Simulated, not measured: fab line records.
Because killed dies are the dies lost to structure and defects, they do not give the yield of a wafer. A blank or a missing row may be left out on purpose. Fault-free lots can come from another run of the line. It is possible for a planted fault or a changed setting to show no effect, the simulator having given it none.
What tool caused it? | flow nandHarc | 36 wafers from 12 lots sampled at 5 of the route's 1159 steps

## WHAT THE GAUGES READ, wafer by wafer
NHARC_END_SORT_01. Usual: killedAtArray 25, standard deviation 10; killedAtOther 0.6, standard deviation 0.91; killedAtPeriphery 3.6, standard deviation 2.9; killedDies 29, standard deviation 10; killedOpen 3.3, standard deviation 2; killedShort 1.9, standard deviation 1.5.
lot  | measured     | on        | killedAtArray | killedAtOther | killedAtPeriphery | killedDies  | killedOpen | killedShort | flag
L142 | day 22 03:14 | prober-02 | 673 674 674   | 1 1 1         | 3 2 2             | 677 677 677 | 2 4 6      | 3 3 2       | OFF
L146 | day 23 04:22 | prober-01 | 667 667 666   | 0 0 0         | 10 10 11          | 677 677 677 | 1 1 2      | 0 2 3       | OFF
L144 | day 23 05:12 | prober-02 | 674 677 677   | 0 0 0         | 3 0 0             | 677 677 677 | 7 2 2      | 0 1 1       | OFF

## WHICH TOOL RAN EACH LOT (tool, then ch and the chambers of the sampled wafers, then the start)
lot  | NHARC_A_STAIRCASE_TRIM_26                    | NHARC_A_STAIRCASE_TRIM_191                   | NHARC_A_STAIRCASE_ETCH_192        | NHARC_A_STAIRCASE_TRIM_193
L130 | rieDiel-12 ch 1,2, day 10 19:34 or earlier   | rieDiel-05 ch 0,2, day 10 19:34 or earlier   | rieDiel-05 ch 0,2,3, day 10 19:34 | rieDiel-05 ch 0,2,3, no start
L131 | rieDiel-11 ch 2,3, day 11 11:25 or earlier   | rieDiel-11 ch 0,2, day 11 11:25 or earlier   | rieDiel-11 ch 0,1,2, day 11 11:25 | rieDiel-11 ch 2,3, no start
L137 | rieDiel-05 ch 0,1,2, day 12 08:02 or earlier | rieDiel-11 ch 1,2,3, day 12 08:02 or earlier | rieDiel-11 ch 0,1,2, day 12 08:02 | rieDiel-11 ch 1,2,3, no start
L139 | rieDiel-05 ch 0,3, day 12 23:01 or earlier   | rieDiel-12 ch 1,2,3, day 12 23:01 or earlier | rieDiel-12 ch 0,1,2, day 12 23:01 | rieDiel-12 ch 0,2, no start
L141 | rieDiel-12 ch 0,1,3, day 13 17:48 or earlier | rieDiel-05 ch 1,2, day 13 17:48 or earlier   | rieDiel-05 ch 0,1,3, day 13 17:48 | rieDiel-05 ch 0,2, no start
L142 | rieDiel-05 ch 1,2, day 14 02:17 or earlier   | rieDiel-05 ch 0,1,3, day 14 02:17 or earlier | rieDiel-05 ch 0,1,3, day 14 02:17 | rieDiel-05 ch 1,2, day 22 03:14 or earlier
L146 | rieDiel-05 ch 1,2,3, day 15 00:16 or earlier | rieDiel-05 ch 0,2,3, day 15 00:16 or earlier | rieDiel-05 ch 0,1,3, day 15 00:16 | rieDiel-05 ch 0,1,2, day 23 04:22 or earlier
L144 | rieDiel-11 ch 0,1,3, day 14 23:43 or earlier | rieDiel-11 ch 2,3, day 14 23:43 or earlier   | rieDiel-11 ch 1,2, day 14 23:43   | rieDiel-11 ch 2,3, day 23 05:12 or earlier
L152 | rieDiel-05 ch 0,1,2, day 16 07:32 or earlier | rieDiel-05 ch 0,1, day 16 07:32 or earlier   | rieDiel-05 ch 1,2,3, day 16 07:32 | rieDiel-05 ch 0,1, no start
L153 | rieDiel-12 ch 0,2, day 16 10:36 or earlier   | rieDiel-05 ch 2,3, day 16 10:36 or earlier   | rieDiel-05 ch 0,1,3, day 16 10:36 | rieDiel-05 ch 0,1,2, no start
L150 | rieDiel-12 ch 0,1,2, day 16 10:56 or earlier | rieDiel-05 ch 1,2,3, day 16 10:56 or earlier | rieDiel-05 ch 1,3, day 16 10:56   | rieDiel-05 ch 1,2,3, no start
L151 | rieDiel-12 ch 0,2,3, day 16 19:54 or earlier | rieDiel-11 ch 1,3, day 16 19:54 or earlier   | rieDiel-11 ch 1,3, day 16 19:54   | rieDiel-11 ch 0,2, no start
- NHARC_A_STAIRCASE_TRIM_26: chemistry O2, time 211.2 s.
- NHARC_A_STAIRCASE_TRIM_191: chemistry O2, time 211.2 s.
- NHARC_A_STAIRCASE_ETCH_192: etches the open film in C4F8/O2, target depth 100 nm, time 40.5 s.
- NHARC_A_STAIRCASE_TRIM_193: chemistry O2, time 211.2 s.

## AS READ BY THE TOOLS THEMSELVES (means over the sampled wafers that have a number; for cases with no such wafer, the mark the record gives instead)
NHARC_A_STAIRCASE_TRIM_26. Usual: drypumpMotorCurrentA 5.8 A, standard deviation 0.52; mfcArSccm 0.005 sccm, standard deviation 0.011; oesProductAu 0.995 a.u., standard deviation 0.014; rfVppV 57.7 V, standard deviation 0.9; showerheadPlenumPTorr 3.51 Torr, standard deviation 0.18; throttleValvePct 17.036 %, standard deviation 0.0099.
lot  | tool       | drypumpMotorCurrentA (A) | mfcArSccm (sccm) | oesProductAu (a.u.) | rfVppV (V) | showerheadPlenumPTorr (Torr) | throttleValvePct (%) | flag
L130 | rieDiel-12 | 5.7                      | 0.029            | 0.993               | 57.4       | 3.65                         | 17.025               | 
L131 | rieDiel-11 | 6.3                      | 0.001            | 0.981               | 58.5       | 3.64                         | 17.037               | 
L137 | rieDiel-05 | 5.5                      | 0.002            | 0.986               | 57.8       | 3.45                         | 17.036               | 
L139 | rieDiel-05 | 5.9                      | 0.001            | 1.011               | 57.0       | 3.36                         | 17.032               | 
L141 | rieDiel-12 | 5.9                      | 0.018            | 0.992               | 58.4       | 3.70                         | 17.038               | 
L142 | rieDiel-05 | 5.8                      | 0.000            | 0.991               | 57.9       | 3.44                         | 17.031               | 
L146 | rieDiel-05 | 6.1                      | 0.000            | 0.997               | 57.2       | 3.37                         | 17.041               | 
L144 | rieDiel-11 | 6.0                      | 0.005            | 1.011               | 57.3       | 3.48                         | 17.036               | 
L152 | rieDiel-05 | 5.5                      | 0.002            | 1.009               | 57.4       | 3.44                         | 17.036               | 
L153 | rieDiel-12 | 5.6                      | 0.004            | 0.982               | 57.6       | 3.44                         | 17.028               | 
L150 | rieDiel-12 | 5.8                      | 0.018            | 0.990               | 56.9       | 3.59                         | 17.040               | 
L151 | rieDiel-12 | 5.7                      | 0.004            | 0.978               | 57.6       | 3.53                         | 17.044               | 

NHARC_A_STAIRCASE_TRIM_191. Usual: drypumpMotorCurrentA 5.9 A, standard deviation 0.53; mfcArSccm 0.006 sccm, standard deviation 0.012; oesProductAu 0.997 a.u., standard deviation 0.014; rfVppV 57.8 V, standard deviation 0.93; showerheadPlenumPTorr 3.53 Torr, standard deviation 0.19; throttleValvePct 17.036 %, standard deviation 0.0092.
lot  | tool       | drypumpMotorCurrentA (A) | mfcArSccm (sccm) | oesProductAu (a.u.) | rfVppV (V) | showerheadPlenumPTorr (Torr) | throttleValvePct (%) | flag
L130 | rieDiel-05 | 5.2                      | 0.003            | 0.986               | 57.6       | 3.46                         | 17.042               | 
L131 | rieDiel-11 | 5.9                      | 0.010            | 0.990               | 58.0       | 3.51                         | 17.032               | 
L137 | rieDiel-11 | 6.1                      | 0.000            | 0.996               | 57.2       | 3.63                         | 17.033               | 
L139 | rieDiel-12 | 5.6                      | 0.014            | 1.003               | 58.2       | 3.59                         | 17.038               | 
L141 | rieDiel-05 | 5.8                      | 0.000            | 0.994               | 57.9       | 3.44                         | 17.032               | 
L142 | rieDiel-05 | 5.7                      | 0.001            | 1.004               | 57.4       | 3.41                         | 17.032               | 
L146 | rieDiel-05 | 5.8                      | 0.002            | 0.996               | 57.9       | 3.38                         | 17.028               | 
L144 | rieDiel-11 | 6.3                      | 0.001            | 0.995               | 58.5       | 3.62                         | 17.034               | 
L152 | rieDiel-05 | 5.1                      | 0.003            | 1.018               | 57.4       | 3.48                         | 17.038               | 
L153 | rieDiel-05 | 6.4                      | 0.000            | 0.995               | 58.3       | 3.65                         | 17.041               | 
L150 | rieDiel-05 | 6.1                      | 0.000            | 1.004               | 57.5       | 3.55                         | 17.042               | 
L151 | rieDiel-11 | 6.4                      | 0.000            | 1.008               | 57.1       | 3.45                         | 17.039               | 

NHARC_A_STAIRCASE_ETCH_192. Usual: biasW 1000 W, standard deviation 3; chamberPressureMTorr 24.999 mTorr, standard deviation 0.021; oesProductAu 0.936 a.u., standard deviation 0.015; rfVppV 896 V, standard deviation 6.8.
lot  | tool       | biasW (W) | chamberPressureMTorr (mTorr) | oesProductAu (a.u.) | rfVppV (V) | flag
L130 | rieDiel-05 | 1001      | 24.992                       | 0.944               | 891        | 
L131 | rieDiel-11 | 1002      | 25.004                       | 0.939               | 900        | 
L137 | rieDiel-11 | 1000      | 24.993                       | 0.917               | 901        | 
L139 | rieDiel-12 | 1000      | 25.006                       | 0.931               | 899        | 
L141 | rieDiel-05 | 1000      | 24.993                       | 0.954               | 891        | 
L142 | rieDiel-05 | -         | -                            | -                   | -          | OFF
L146 | rieDiel-05 | -         | -                            | -                   | -          | OFF
L144 | rieDiel-11 | -         | -                            | -                   | -          | OFF
L152 | rieDiel-05 | 1000      | 24.998                       | 0.930               | 896        | 
L153 | rieDiel-05 | 1001      | 24.988                       | 0.960               | 898        | 
L150 | rieDiel-05 | 1002      | 25.016                       | 0.941               | 902        | 
L151 | rieDiel-11 | 1002      | 25.005                       | 0.955               | 899        | 

NHARC_A_STAIRCASE_TRIM_193. Usual: drypumpMotorCurrentA 5.8 A, standard deviation 0.52; mfcArSccm 0.006 sccm, standard deviation 0.012; oesProductAu 0.997 a.u., standard deviation 0.015; rfVppV 57.9 V, standard deviation 0.99; showerheadPlenumPTorr 3.54 Torr, standard deviation 0.18; throttleValvePct 17.036 %, standard deviation 0.01.
lot  | tool       | drypumpMotorCurrentA (A) | mfcArSccm (sccm) | oesProductAu (a.u.) | rfVppV (V) | showerheadPlenumPTorr (Torr) | throttleValvePct (%) | flag
L130 | rieDiel-05 | 5.8                      | 0.002            | 1.005               | 56.6       | 3.40                         | 17.032               | 
L131 | rieDiel-11 | 6.3                      | 0.001            | 0.982               | 58.5       | 3.64                         | 17.032               | 
L137 | rieDiel-11 | 6.1                      | 0.000            | 0.993               | 58.2       | 3.63                         | 17.038               | 
L139 | rieDiel-12 | 5.6                      | 0.004            | 0.989               | 57.7       | 3.45                         | 17.041               | 
L141 | rieDiel-05 | 5.7                      | 0.002            | 0.993               | 56.8       | 3.41                         | 17.027               | 
L142 | rieDiel-05 | 5.8                      | 0.000            | 0.990               | 57.6       | 3.44                         | 17.031               | 
L146 | rieDiel-05 | 5.5                      | 0.002            | 0.990               | 58.3       | 3.44                         | 17.030               | 
L144 | rieDiel-11 | 6.3                      | 0.001            | 0.992               | 57.7       | 3.62                         | 17.044               | 
L152 | rieDiel-05 | 5.1                      | 0.003            | 1.025               | 57.1       | 3.48                         | 17.033               | 
L153 | rieDiel-05 | 5.5                      | 0.002            | 1.003               | 57.3       | 3.44                         | 17.038               | 
L150 | rieDiel-05 | 6.1                      | 0.000            | 0.992               | 58.0       | 3.54                         | 17.025               | 
L151 | rieDiel-11 | 6.0                      | 0.006            | 0.994               | 58.3       | 3.63                         | 17.049               | 

## THE ANSWER, worked out from the rows above alone
Rule: lot off if the mean of its wafers having a number is beyond 3 standard deviations from the usual mean. Also off: a lot with no number at a reading for which 4 or more lots have one. Any other lot the step has rows for is counted as sound. After the gauges, taken in route order, come the tools' own readings; for these a lot's mean is taken, as printed above. The first step at which some lot is off is used, and at that step the reading that is off furthest; a lot without a number counts as furthest.
Off at NHARC_END_SORT_01 (killedAtArray): L142, L146, L144. Neither off nor sound, because the step has no rows for them: L130, L131, L137, L139, L141, L152, L153, L150, L151.
If a tool, at a process step before that reading, ran all the lots that are off and no sound lot after the first of them, it fits. The gauges at NHARC_END_SORT_01 aren't tried: what is off there is off at NHARC_A_STAIRCASE_ETCH_192 too, on other tools, and a gauge's error can't cause that. NHARC_A_STAIRCASE_TRIM_26: start missing for some lots; hours and lot order therefore follow NHARC_A_STAIRCASE_ETCH_192. NHARC_A_STAIRCASE_TRIM_191: start missing for some lots; hours and lot order therefore follow NHARC_A_STAIRCASE_ETCH_192. NHARC_A_STAIRCASE_TRIM_193: start missing for some lots; hours and lot order therefore follow NHARC_END_SORT_01. Of those tried, none fits.

## WHAT HAD BEEN PUT IN BY THE SIMULATOR
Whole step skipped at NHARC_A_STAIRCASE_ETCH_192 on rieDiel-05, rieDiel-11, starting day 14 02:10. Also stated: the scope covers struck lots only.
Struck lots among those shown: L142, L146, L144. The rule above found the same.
